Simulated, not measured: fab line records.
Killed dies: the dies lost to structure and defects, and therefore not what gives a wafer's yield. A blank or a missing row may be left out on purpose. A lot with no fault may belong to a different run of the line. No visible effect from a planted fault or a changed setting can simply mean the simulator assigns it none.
Which tool did it? / flow n5_finfet / 24 lots, 72 wafers sampled, at 6 steps of a route of 1938

## WHAT THE GAUGES SHOWED, per wafer
N5_BEOL_M11_OVL_MEAS_29. Usual: V10_OVL -0.3 nm, standard deviation 0.71.
lot=L074; measured=day 10 14:17; on=overlay-01; V10_OVL (nm)=-1.2 -0.8 -0.7; flag=
lot=L075; measured=day 10 14:27; on=overlay-01; V10_OVL (nm)=0.7 0.7 -0.2; flag=
lot=L076; measured=day 10 17:05; on=overlay-02; V10_OVL (nm)=0.6 -1.5 -0.3; flag=
lot=L078; measured=day 11 07:55; on=overlay-01; V10_OVL (nm)=-1.4 0.0 -1.1; flag=
lot=L077; measured=day 11 08:29; on=overlay-02; V10_OVL (nm)=0.7 0.4 0.3; flag=
lot=L079; measured=day 11 08:18; on=overlay-01; V10_OVL (nm)=-0.2 0.1 -0.9; flag=
lot=L080; measured=day 11 13:55; on=overlay-01; V10_OVL (nm)=0.6 0.4 -0.6; flag=
lot=L081; measured=day 11 23:52; on=overlay-01; V10_OVL (nm)=-0.2 -0.6 -0.6; flag=
lot=L082; measured=day 12 07:41; on=overlay-01; V10_OVL (nm)=-1.6 -1.2 -1.2; flag=
lot=L083; measured=day 12 11:16; on=overlay-02; V10_OVL (nm)=1.0 1.9 -0.8; flag=
lot=L084; measured=day 12 18:53; on=overlay-01; V10_OVL (nm)=-1.1 -0.6 -1.1; flag=
lot=L085; measured=day 12 23:56; on=overlay-01; V10_OVL (nm)=-0.8 -1.1 0.2; flag=
lot=L086; measured=day 13 06:35; on=overlay-02; V10_OVL (nm)=-1.3 -0.8 -1.4; flag=
lot=L088; measured=day 13 12:37; on=overlay-01; V10_OVL (nm)=-0.1 0.5 -0.1; flag=
lot=L089; measured=day 13 19:13; on=overlay-02; V10_OVL (nm)=-1.1 1.2 -0.8; flag=
lot=L090; measured=day 13 19:38; on=overlay-02; V10_OVL (nm)=0.2 -1.1 -0.9; flag=
lot=L087; measured=day 13 23:22; on=overlay-02; V10_OVL (nm)=1.3 0.5 0.2; flag=
lot=L091; measured=day 14 01:14; on=overlay-02; V10_OVL (nm)=-0.8 1.1 0.1; flag=
lot=L092; measured=day 15 16:29; on=overlay-02; V10_OVL (nm)=-0.4 -0.1 -0.1; flag=
lot=L093; measured=day 15 19:38; on=overlay-01; V10_OVL (nm)=0.4 -1.1 -0.3; flag=
lot=L097; measured=day 15 19:29; on=overlay-02; V10_OVL (nm)=-1.1 -0.2 -0.8; flag=
lot=L094; measured=day 15 19:49; on=overlay-02; V10_OVL (nm)=-0.1 0.1 1.0; flag=
lot=L095; measured=day 15 22:59; on=overlay-02; V10_OVL (nm)=-0.2 0.3 -0.3; flag=
lot=L096; measured=day 17 00:20; on=overlay-02; V10_OVL (nm)=-0.5 -0.8 0.4; flag=

N5_BEOL_M11_CD_MEAS_35: the cd target is 70 nm. Usual: 69.9 nm for cd_nm, sd 0.73.
lot=L074; measured=day 10 14:59; on=cd_sem-02; cd_nm (nm)=68.7 69.7 69.1; flag=
lot=L075; measured=day 10 15:27; on=cd_sem-03; cd_nm (nm)=69.7 69.8 70.4; flag=
lot=L076; measured=day 10 18:29; on=cd_sem-03; cd_nm (nm)=69.5 70.2 69.8; flag=
lot=L078; measured=day 11 08:38; on=cd_sem-03; cd_nm (nm)=70.0 69.0 69.4; flag=
lot=L077; measured=day 11 09:12; on=cd_sem-02; cd_nm (nm)=70.0 69.5 69.3; flag=
lot=L079; measured=day 11 09:01; on=cd_sem-03; cd_nm (nm)=70.7 70.9 70.6; flag=
lot=L080; measured=day 11 14:46; on=cd_sem-02; cd_nm (nm)=69.7 70.2 69.7; flag=
lot=L081; measured=day 12 00:34; on=cd_sem-02; cd_nm (nm)=69.4 69.7 68.5; flag=
lot=L082; measured=day 12 08:30; on=cd_sem-01; cd_nm (nm)=70.1 69.5 70.2; flag=
lot=L083; measured=day 12 11:59; on=cd_sem-01; cd_nm (nm)=69.3 70.2 70.5; flag=
lot=L084; measured=day 12 19:47; on=cd_sem-03; cd_nm (nm)=71.0 70.6 69.8; flag=
lot=L085; measured=day 13 00:46; on=cd_sem-01; cd_nm (nm)=70.2 71.5 71.1; flag=
lot=L086; measured=day 13 07:19; on=cd_sem-01; cd_nm (nm)=70.9 70.4 70.8; flag=
lot=L088; measured=day 13 13:31; on=cd_sem-02; cd_nm (nm)=69.1 69.1 69.1; flag=
lot=L089; measured=day 13 19:56; on=cd_sem-01; cd_nm (nm)=68.7 69.4 68.7; flag=
lot=L090; measured=day 13 21:04; on=cd_sem-01; cd_nm (nm)=70.2 70.4 70.7; flag=
lot=L087; measured=day 14 00:05; on=cd_sem-02; cd_nm (nm)=69.6 70.0 69.8; flag=
lot=L091; measured=day 14 02:02; on=cd_sem-01; cd_nm (nm)=71.0 70.2 70.5; flag=
lot=L092; measured=day 15 17:12; on=cd_sem-03; cd_nm (nm)=70.7 69.7 70.0; flag=
lot=L093; measured=day 15 20:21; on=cd_sem-02; cd_nm (nm)=70.6 69.6 70.2; flag=
lot=L097; measured=day 15 20:11; on=cd_sem-02; cd_nm (nm)=69.7 69.1 68.3; flag=
lot=L094; measured=day 15 20:44; on=cd_sem-02; cd_nm (nm)=69.0 70.1 70.4; flag=
lot=L095; measured=day 15 23:42; on=cd_sem-03; cd_nm (nm)=70.5 70.0 70.4; flag=
lot=L096; measured=day 17 01:11; on=cd_sem-02; cd_nm (nm)=69.5 68.2 69.0; flag=

N5_BEOL_M11_RS_MEAS_57: measurement is done with a four-point probe. Usual: M11_RS 0.154 ohm/sq, standard deviation 0.0033.
lot=L074; measured=day 10 18:50; on=film_metro-02; M11_RS (ohm/sq)=0.150 0.147 0.151; flag=
lot=L075; measured=day 10 19:13; on=film_metro-02; M11_RS (ohm/sq)=0.155 0.154 0.156; flag=
lot=L076; measured=day 10 22:29; on=film_metro-01; M11_RS (ohm/sq)=0.149 0.152 0.150; flag=
lot=L078; measured=day 11 10:44; on=film_metro-02; M11_RS (ohm/sq)=0.153 0.151 0.154; flag=
lot=L077; measured=day 11 11:59; on=film_metro-01; M11_RS (ohm/sq)=0.153 0.153 0.150; flag=
lot=L079; measured=day 11 11:24; on=film_metro-02; M11_RS (ohm/sq)=0.150 0.147 0.149; flag=
lot=L080; measured=day 11 17:20; on=film_metro-02; M11_RS (ohm/sq)=0.157 0.150 0.152; flag=
lot=L081; measured=day 12 02:49; on=film_metro-01; M11_RS (ohm/sq)=0.158 0.159 0.156; flag=
lot=L082; measured=day 12 12:26; on=film_metro-01; M11_RS (ohm/sq)=0.155 0.160 0.157; flag=
lot=L083; measured=day 12 14:20; on=film_metro-01; M11_RS (ohm/sq)=0.151 0.152 0.153; flag=
lot=L084; measured=day 12 23:18; on=film_metro-01; M11_RS (ohm/sq)=0.158 0.153 0.156; flag=
lot=L085; measured=day 13 02:52; on=film_metro-01; M11_RS (ohm/sq)=0.155 0.152 0.157; flag=
lot=L086; measured=day 13 09:49; on=film_metro-01; M11_RS (ohm/sq)=0.153 0.155 0.157; flag=
lot=L088; measured=day 13 16:02; on=film_metro-01; M11_RS (ohm/sq)=0.150 0.154 0.150; flag=
lot=L089; measured=day 13 22:43; on=film_metro-02; M11_RS (ohm/sq)=0.156 0.155 0.153; flag=
lot=L090; measured=day 14 00:02; on=film_metro-02; M11_RS (ohm/sq)=0.156 0.157 0.159; flag=
lot=L087; measured=day 14 02:50; on=film_metro-01; M11_RS (ohm/sq)=0.149 0.153 0.152; flag=
lot=L091; measured=day 14 04:33; on=film_metro-02; M11_RS (ohm/sq)=0.154 0.156 0.155; flag=
lot=L092; measured=day 15 19:47; on=film_metro-01; M11_RS (ohm/sq)=0.153 0.158 0.157; flag=
lot=L093; measured=day 15 22:35; on=film_metro-02; M11_RS (ohm/sq)=0.152 0.148 0.145; flag=
lot=L097; measured=day 15 23:16; on=film_metro-02; M11_RS (ohm/sq)=0.158 0.157 0.153; flag=
lot=L094; measured=day 16 00:41; on=film_metro-01; M11_RS (ohm/sq)=0.157 0.150 0.156; flag=
lot=L095; measured=day 16 01:59; on=film_metro-02; M11_RS (ohm/sq)=0.148 0.151 0.150; flag=
lot=L096; measured=day 17 03:47; on=film_metro-01; M11_RS (ohm/sq)=0.159 0.157 0.154; flag=

N5_BEOL_M12_OCD_MEAS_35. Usual: 319 nm for trench_depth_nm, sd 4.6.
lot=L074; measured=day 10 20:58; on=ocd-01; trench_depth_nm (nm)=322 310 315; flag=
lot=L075; measured=day 10 21:28; on=ocd-02; trench_depth_nm (nm)=309 317 317; flag=
lot=L076; measured=day 11 00:51; on=ocd-01; trench_depth_nm (nm)=324 316 318; flag=
lot=L078; measured=day 11 13:21; on=ocd-02; trench_depth_nm (nm)=326 323 326; flag=
lot=L077; measured=day 11 14:20; on=ocd-02; trench_depth_nm (nm)=319 313 310; flag=
lot=L079; measured=day 11 13:50; on=ocd-02; trench_depth_nm (nm)=309 315 317; flag=
lot=L080; measured=day 11 19:59; on=ocd-02; trench_depth_nm (nm)=318 317 321; flag=
lot=L081; measured=day 12 05:02; on=ocd-02; trench_depth_nm (nm)=320 310 325; flag=
lot=L082; measured=day 12 14:35; on=ocd-02; trench_depth_nm (nm)=315 321 317; flag=
lot=L083; measured=day 12 17:05; on=ocd-02; trench_depth_nm (nm)=316 315 324; flag=
lot=L084; measured=day 13 01:51; on=ocd-02; trench_depth_nm (nm)=318 316 325; flag=
lot=L085; measured=day 13 05:37; on=ocd-02; trench_depth_nm (nm)=326 317 323; flag=
lot=L086; measured=day 13 12:29; on=ocd-01; trench_depth_nm (nm)=319 312 314; flag=
lot=L088; measured=day 13 18:16; on=ocd-02; trench_depth_nm (nm)=316 314 318; flag=
lot=L089; measured=day 14 01:01; on=ocd-02; trench_depth_nm (nm)=321 312 323; flag=
lot=L090; measured=day 14 02:11; on=ocd-01; trench_depth_nm (nm)=316 313 322; flag=
lot=L087; measured=day 14 05:07; on=ocd-01; trench_depth_nm (nm)=319 312 324; flag=
lot=L091; measured=day 14 06:37; on=ocd-02; trench_depth_nm (nm)=323 328 320; flag=
lot=L092; measured=day 15 21:49; on=ocd-02; trench_depth_nm (nm)=311 321 320; flag=
lot=L093; measured=day 16 01:02; on=ocd-01; trench_depth_nm (nm)=321 324 317; flag=
lot=L097; measured=day 16 01:36; on=ocd-02; trench_depth_nm (nm)=321 319 313; flag=
lot=L094; measured=day 16 02:52; on=ocd-01; trench_depth_nm (nm)=324 325 323; flag=
lot=L095; measured=day 16 04:08; on=ocd-01; trench_depth_nm (nm)=314 322 310; flag=
lot=L096; measured=day 17 06:40; on=ocd-02; trench_depth_nm (nm)=326 319 321; flag=

## EACH LOT AND THE TOOL THAT RAN IT (in order: tool; ch and the chambers of the sampled wafers; start)
lot=L074; N5_BEOL_M11_CURE_71=uv_cure-03 ch 1, day 10 08:31; N5_BEOL_M11_ETCH_65=rie_diel-02 ch 1,2,3, day 10 14:23
lot=L075; N5_BEOL_M11_CURE_71=uv_cure-03 ch 0, day 10 09:02; N5_BEOL_M11_ETCH_65=rie_diel-04 ch 2,3, day 10 14:50
lot=L076; N5_BEOL_M11_CURE_71=uv_cure-03 ch 2, day 10 12:38; N5_BEOL_M11_ETCH_65=rie_diel-06 ch 1,2, day 10 17:52
lot=L078; N5_BEOL_M11_CURE_71=uv_cure-01 ch 0, day 11 03:17; N5_BEOL_M11_ETCH_65=rie_diel-04 ch 0,2,3, day 11 08:01
lot=L077; N5_BEOL_M11_CURE_71=uv_cure-02 ch 1, day 11 04:10; N5_BEOL_M11_ETCH_65=rie_diel-04 ch 1,2,3, day 11 08:34
lot=L079; N5_BEOL_M11_CURE_71=uv_cure-01 ch 2, day 11 04:19; N5_BEOL_M11_ETCH_65=rie_diel-02 ch 1,3, day 11 08:23
lot=L080; N5_BEOL_M11_CURE_71=uv_cure-01 ch 1, day 11 10:51; N5_BEOL_M11_ETCH_65=rie_diel-04 ch 0,2, day 11 14:10
lot=L081; N5_BEOL_M11_CURE_71=uv_cure-02 ch 2, day 11 19:52; N5_BEOL_M11_ETCH_65=rie_diel-04 ch 1,2,3, day 11 23:58
lot=L082; N5_BEOL_M11_CURE_71=uv_cure-01 ch 2, day 12 02:42; N5_BEOL_M11_ETCH_65=rie_diel-02 ch 1,2, day 12 07:46
lot=L083; N5_BEOL_M11_CURE_71=uv_cure-03 ch 1, day 12 06:02; N5_BEOL_M11_ETCH_65=rie_diel-06 ch 1,2,3, day 12 11:22
lot=L084; N5_BEOL_M11_CURE_71=uv_cure-01 ch 1, day 12 15:53; N5_BEOL_M11_ETCH_65=rie_diel-04 ch 0,2, day 12 19:11
lot=L085; N5_BEOL_M11_CURE_71=uv_cure-01 ch 1, day 12 20:29; N5_BEOL_M11_ETCH_65=rie_diel-04 ch 0,1, day 13 00:02
lot=L086; N5_BEOL_M11_CURE_71=uv_cure-01 ch 2, day 13 04:17; N5_BEOL_M11_ETCH_65=rie_diel-04 ch 0,1,3, day 13 06:41
lot=L088; N5_BEOL_M11_CURE_71=uv_cure-02 ch 1, day 13 10:00; N5_BEOL_M11_ETCH_65=rie_diel-02 ch 0,1,3, day 13 12:44
lot=L089; N5_BEOL_M11_CURE_71=uv_cure-02 ch 1, day 13 14:20; N5_BEOL_M11_ETCH_65=rie_diel-04 ch 1,2,3, day 13 19:19
lot=L090; N5_BEOL_M11_CURE_71=uv_cure-02 ch 0, day 13 16:04; N5_BEOL_M11_ETCH_65=rie_diel-04 ch 1,3, day 13 20:28
lot=L087; N5_BEOL_M11_CURE_71=uv_cure-01 ch 0, day 13 20:29; N5_BEOL_M11_ETCH_65=rie_diel-02 ch 1,3, day 13 23:29
lot=L091; N5_BEOL_M11_CURE_71=uv_cure-01 ch 1, day 13 22:42; N5_BEOL_M11_ETCH_65=rie_diel-04 ch 1,2, day 14 01:20
lot=L092; N5_BEOL_M11_CURE_71=uv_cure-01 ch 0, day 15 13:42; N5_BEOL_M11_ETCH_65=rie_diel-04 ch 0,1,2, day 15 16:35
lot=L093; N5_BEOL_M11_CURE_71=uv_cure-03 ch 2, day 15 14:58; N5_BEOL_M11_ETCH_65=rie_diel-06 ch 0,3, day 15 19:44
lot=L097; N5_BEOL_M11_CURE_71=uv_cure-02 ch 1, day 15 15:29; N5_BEOL_M11_ETCH_65=rie_diel-04 ch 0,1,2, day 15 19:34
lot=L094; N5_BEOL_M11_CURE_71=uv_cure-03 ch 2, day 15 16:07; N5_BEOL_M11_ETCH_65=rie_diel-04 ch 0,1,2, day 15 20:02
lot=L095; N5_BEOL_M11_CURE_71=uv_cure-03 ch 1, day 15 19:32; N5_BEOL_M11_ETCH_65=rie_diel-02 ch 0,3, day 15 23:05
lot=L096; N5_BEOL_M11_CURE_71=uv_cure-01 ch 1, day 16 19:03; N5_BEOL_M11_ETCH_65=rie_diel-04 ch 2,3, day 17 00:35
- N5_BEOL_M11_CURE_71: cures SiCOH lowk, time 240 s.
- N5_BEOL_M11_ETCH_65: etches SiARC in CF4, target depth 39 nm, time 65 s.

## WHAT THE TOOLS THEMSELVES READ (means of the sampled wafers that have a number; where no wafer has one, the mark that the record gives instead)
N5_BEOL_M11_CURE_71. Usual: lamp_power_pct 52.31 %, standard deviation 0.057; wafer_temp_C_max 386.7, standard deviation 0.58.
lot=L074; tool=uv_cure-03; lamp_power_pct (%)=52.34; wafer_temp_C_max=386.8; flag=
lot=L075; tool=uv_cure-03; lamp_power_pct (%)=52.29; wafer_temp_C_max=387.0; flag=
lot=L076; tool=uv_cure-03; lamp_power_pct (%)=52.28; wafer_temp_C_max=386.1; flag=
lot=L078; tool=uv_cure-01; lamp_power_pct (%)=52.25; wafer_temp_C_max=385.7; flag=
lot=L077; tool=uv_cure-02; lamp_power_pct (%)=52.34; wafer_temp_C_max=387.0; flag=
lot=L079; tool=uv_cure-01; lamp_power_pct (%)=52.31; wafer_temp_C_max=386.5; flag=
lot=L080; tool=uv_cure-01; lamp_power_pct (%)=52.32; wafer_temp_C_max=387.0; flag=
lot=L081; tool=uv_cure-02; lamp_power_pct (%)=52.34; wafer_temp_C_max=387.2; flag=
lot=L082; tool=uv_cure-01; lamp_power_pct (%)=52.34; wafer_temp_C_max=386.8; flag=
lot=L083; tool=uv_cure-03; lamp_power_pct (%)=52.32; wafer_temp_C_max=387.0; flag=
lot=L084; tool=uv_cure-01; lamp_power_pct (%)=52.32; wafer_temp_C_max=386.7; flag=
lot=L085; tool=uv_cure-01; lamp_power_pct (%)=52.29; wafer_temp_C_max=386.8; flag=
lot=L086; tool=uv_cure-01; lamp_power_pct (%)=52.33; wafer_temp_C_max=386.9; flag=
lot=L088; tool=uv_cure-02; lamp_power_pct (%)=52.31; wafer_temp_C_max=386.9; flag=
lot=L089; tool=uv_cure-02; lamp_power_pct (%)=52.33; wafer_temp_C_max=386.6; flag=
lot=L090; tool=uv_cure-02; lamp_power_pct (%)=52.30; wafer_temp_C_max=387.2; flag=
lot=L087; tool=uv_cure-01; lamp_power_pct (%)=52.30; wafer_temp_C_max=385.8; flag=
lot=L091; tool=uv_cure-01; lamp_power_pct (%)=52.35; wafer_temp_C_max=386.8; flag=
lot=L092; tool=uv_cure-01; lamp_power_pct (%)=52.31; wafer_temp_C_max=385.7; flag=
lot=L093; tool=uv_cure-03; lamp_power_pct (%)=52.28; wafer_temp_C_max=386.3; flag=
lot=L097; tool=uv_cure-02; lamp_power_pct (%)=52.31; wafer_temp_C_max=387.3; flag=
lot=L094; tool=uv_cure-03; lamp_power_pct (%)=52.32; wafer_temp_C_max=386.7; flag=
lot=L095; tool=uv_cure-03; lamp_power_pct (%)=52.34; wafer_temp_C_max=386.6; flag=
lot=L096; tool=uv_cure-01; lamp_power_pct (%)=52.32; wafer_temp_C_max=386.5; flag=

N5_BEOL_M11_ETCH_65. Usual: drypump_motor_current_A 5.7 A, standard deviation 0.33; etch_rf_on_time_s 66.0 s, standard deviation 1.4; oes_product_au 0.65 a.u., standard deviation 0.064; rf_vpp_V 184.2 V, standard deviation 1; showerhead_plenum_p_Torr 2.14 Torr, standard deviation 0.058; throttle_valve_pct 15.56 %, standard deviation 0.17.
lot=L074; tool=rie_diel-02; drypump_motor_current_A (A)=5.6; etch_rf_on_time_s (s)=64.7; oes_product_au (a.u.)=0.68; rf_vpp_V (V)=184.1; showerhead_plenum_p_Torr (Torr)=2.14; throttle_valve_pct (%)=15.53; flag=
lot=L075; tool=rie_diel-04; drypump_motor_current_A (A)=5.8; etch_rf_on_time_s (s)=66.5; oes_product_au (a.u.)=0.62; rf_vpp_V (V)=185.2; showerhead_plenum_p_Torr (Torr)=2.22; throttle_valve_pct (%)=15.54; flag=
lot=L076; tool=rie_diel-06; drypump_motor_current_A (A)=5.8; etch_rf_on_time_s (s)=64.8; oes_product_au (a.u.)=0.70; rf_vpp_V (V)=183.7; showerhead_plenum_p_Torr (Torr)=2.10; throttle_valve_pct (%)=15.64; flag=
lot=L078; tool=rie_diel-04; drypump_motor_current_A (A)=5.8; etch_rf_on_time_s (s)=66.1; oes_product_au (a.u.)=0.61; rf_vpp_V (V)=184.9; showerhead_plenum_p_Torr (Torr)=2.18; throttle_valve_pct (%)=15.59; flag=
lot=L077; tool=rie_diel-04; drypump_motor_current_A (A)=5.8; etch_rf_on_time_s (s)=67.1; oes_product_au (a.u.)=0.63; rf_vpp_V (V)=184.4; showerhead_plenum_p_Torr (Torr)=2.17; throttle_valve_pct (%)=15.51; flag=
lot=L079; tool=rie_diel-02; drypump_motor_current_A (A)=5.5; etch_rf_on_time_s (s)=64.3; oes_product_au (a.u.)=0.70; rf_vpp_V (V)=183.9; showerhead_plenum_p_Torr (Torr)=2.15; throttle_valve_pct (%)=15.47; flag=
lot=L080; tool=rie_diel-04; drypump_motor_current_A (A)=6.0; etch_rf_on_time_s (s)=66.2; oes_product_au (a.u.)=0.60; rf_vpp_V (V)=184.3; showerhead_plenum_p_Torr (Torr)=2.19; throttle_valve_pct (%)=15.55; flag=
lot=L081; tool=rie_diel-04; drypump_motor_current_A (A)=5.8; etch_rf_on_time_s (s)=66.3; oes_product_au (a.u.)=0.63; rf_vpp_V (V)=184.2; showerhead_plenum_p_Torr (Torr)=2.17; throttle_valve_pct (%)=15.53; flag=
lot=L082; tool=rie_diel-02; drypump_motor_current_A (A)=5.7; etch_rf_on_time_s (s)=65.1; oes_product_au (a.u.)=0.64; rf_vpp_V (V)=183.1; showerhead_plenum_p_Torr (Torr)=2.13; throttle_valve_pct (%)=15.62; flag=
lot=L083; tool=rie_diel-06; drypump_motor_current_A (A)=5.6; etch_rf_on_time_s (s)=65.0; oes_product_au (a.u.)=0.65; rf_vpp_V (V)=183.4; showerhead_plenum_p_Torr (Torr)=2.09; throttle_valve_pct (%)=15.77; flag=
lot=L084; tool=rie_diel-04; drypump_motor_current_A (A)=6.0; etch_rf_on_time_s (s)=65.8; oes_product_au (a.u.)=0.60; rf_vpp_V (V)=184.6; showerhead_plenum_p_Torr (Torr)=2.18; throttle_valve_pct (%)=15.57; flag=
lot=L085; tool=rie_diel-04; drypump_motor_current_A (A)=5.8; etch_rf_on_time_s (s)=68.0; oes_product_au (a.u.)=0.64; rf_vpp_V (V)=183.9; showerhead_plenum_p_Torr (Torr)=2.08; throttle_valve_pct (%)=15.50; flag=
lot=L086; tool=rie_diel-04; drypump_motor_current_A (A)=5.7; etch_rf_on_time_s (s)=67.0; oes_product_au (a.u.)=0.62; rf_vpp_V (V)=183.8; showerhead_plenum_p_Torr (Torr)=2.12; throttle_valve_pct (%)=15.58; flag=
lot=L088; tool=rie_diel-02; drypump_motor_current_A (A)=5.6; etch_rf_on_time_s (s)=64.2; oes_product_au (a.u.)=0.71; rf_vpp_V (V)=184.6; showerhead_plenum_p_Torr (Torr)=2.15; throttle_valve_pct (%)=15.61; flag=
lot=L089; tool=rie_diel-04; drypump_motor_current_A (A)=5.8; etch_rf_on_time_s (s)=66.4; oes_product_au (a.u.)=0.62; rf_vpp_V (V)=184.2; showerhead_plenum_p_Torr (Torr)=2.16; throttle_valve_pct (%)=15.54; flag=
lot=L090; tool=rie_diel-04; drypump_motor_current_A (A)=5.7; etch_rf_on_time_s (s)=67.5; oes_product_au (a.u.)=0.64; rf_vpp_V (V)=184.4; showerhead_plenum_p_Torr (Torr)=2.11; throttle_valve_pct (%)=15.52; flag=
lot=L087; tool=rie_diel-02; drypump_motor_current_A (A)=5.8; etch_rf_on_time_s (s)=65.7; oes_product_au (a.u.)=0.70; rf_vpp_V (V)=184.4; showerhead_plenum_p_Torr (Torr)=2.15; throttle_valve_pct (%)=15.68; flag=
lot=L091; tool=rie_diel-04; drypump_motor_current_A (A)=6.0; etch_rf_on_time_s (s)=66.6; oes_product_au (a.u.)=0.62; rf_vpp_V (V)=184.1; showerhead_plenum_p_Torr (Torr)=2.16; throttle_valve_pct (%)=15.51; flag=
lot=L092; tool=rie_diel-04; drypump_motor_current_A (A)=5.9; etch_rf_on_time_s (s)=65.8; oes_product_au (a.u.)=0.70; rf_vpp_V (V)=183.9; showerhead_plenum_p_Torr (Torr)=2.13; throttle_valve_pct (%)=15.41; flag=
lot=L093; tool=rie_diel-06; drypump_motor_current_A (A)=5.2; etch_rf_on_time_s (s)=63.6; oes_product_au (a.u.)=0.73; rf_vpp_V (V)=184.7; showerhead_plenum_p_Torr (Torr)=2.13; throttle_valve_pct (%)=15.45; flag=
lot=L097; tool=rie_diel-04; drypump_motor_current_A (A)=5.9; etch_rf_on_time_s (s)=66.1; oes_product_au (a.u.)=0.69; rf_vpp_V (V)=184.1; showerhead_plenum_p_Torr (Torr)=2.13; throttle_valve_pct (%)=15.41; flag=
lot=L094; tool=rie_diel-04; drypump_motor_current_A (A)=5.9; etch_rf_on_time_s (s)=67.2; oes_product_au (a.u.)=0.68; rf_vpp_V (V)=184.6; showerhead_plenum_p_Torr (Torr)=2.12; throttle_valve_pct (%)=15.42; flag=
lot=L095; tool=rie_diel-02; drypump_motor_current_A (A)=5.2; etch_rf_on_time_s (s)=63.8; oes_product_au (a.u.)=0.68; rf_vpp_V (V)=183.9; showerhead_plenum_p_Torr (Torr)=2.15; throttle_valve_pct (%)=15.47; flag=
lot=L096; tool=rie_diel-04; drypump_motor_current_A (A)=5.9; etch_rf_on_time_s (s)=67.2; oes_product_au (a.u.)=0.59; rf_vpp_V (V)=185.0; showerhead_plenum_p_Torr (Torr)=2.20; throttle_valve_pct (%)=15.63; flag=

## THE ANSWER, worked out from the rows above alone
Rule: a lot is off if the mean of its wafers that have a number lies more than 3 standard deviations from the usual mean. Also off: a lot with no number at a reading for which 4 or more lots have one. The other lots that the step has rows for count as sound. The gauges are gone through in route order, then the tools' own readings, and for those a lot's mean is taken as printed above. At the first step where some lot is off, the reading lying furthest off is the one used; lots without a number count as furthest.
None of the lots is off at any reading shown; this tells nothing.

## WHAT WAS PUT IN BY THE SIMULATOR
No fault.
